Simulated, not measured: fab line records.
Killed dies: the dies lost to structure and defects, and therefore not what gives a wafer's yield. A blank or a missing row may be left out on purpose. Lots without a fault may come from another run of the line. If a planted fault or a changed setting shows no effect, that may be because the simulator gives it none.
Matching of chambers	flow nand_harc	3 sister chambers for NHARC_P_M0_DESCUM_14 on rie_diel-09
The step chemistry O2, time 3 s. 14 wafers are shown with their chamber, then 5 later ones without.

== WAFERS, EACH WITH ITS CHAMBER ==
wafer	chamber	showerhead_plenum_p_Torr (Torr)	drypump_motor_current_A (A)	rf_vpp_V (V)
L074.4	3	1.85	5.66	57.2
L074.5	0	2.03	5.24	58.2
L074.6	1	2.04	5.68	59.5
L076.1	1	2.04	5.68	56.4
L076.3	1	2.04	5.70	59.0
L076.4	3	1.85	5.63	57.8
L081.2	3	1.85	5.63	57.2
L081.4	1	2.04	5.68	58.7
L081.6	3	1.85	5.62	56.7
L085.1	3	1.85	5.66	57.3
L085.3	1	2.04	5.69	57.8
L085.6	1	2.03	5.70	59.3
L084.1	3	1.85	5.66	57.6
L084.2	1	2.03	5.69	58.7

SIGNATURES (averages over the wafers above)
reading	chamber 0	chamber 1	chamber 3	scatter within a chamber
showerhead_plenum_p_Torr	2.0300	2.0371	1.8500	0.0036
drypump_motor_current_A	5.2400	5.6886	5.6433	0.0142
rf_vpp_V	58.200	58.486	57.300	0.831
Rule: for each reading, subtract the chamber's mean from the wafer's reading, divide by that reading's scatter and square the result; add these up over the readings and take the root, which gives the wafer's distance from the chamber. If the next closest chamber is less than 2 further off than the closest, the wafer can't be placed; otherwise it belongs to the closest. The scatter: take each reading less its chamber's mean, square it, sum over the shown wafers, divide by the number of wafers less the number of chambers, and take the root.

== WAFERS MISSING THEIR CHAMBER ==
wafer	showerhead_plenum_p_Torr (Torr)	drypump_motor_current_A (A)	rf_vpp_V (V)
L084.3	2.02	5.25	57.8
L089.1	2.03	5.68	58.8
L089.4	1.85	5.67	56.7
L090.3	2.03	5.67	58.7
L090.6	2.03	5.66	59.3

== CHAMBER TAKEN BY EACH ==
wafer	from the rows above	in truth
L084.3	0	0
L089.1	1	1
L089.4	3	3
L090.3	1	1
L090.6	1	1
Correct placement for 5 of the 5. Number that these rows cannot place: 0. Placed wrongly: 0.
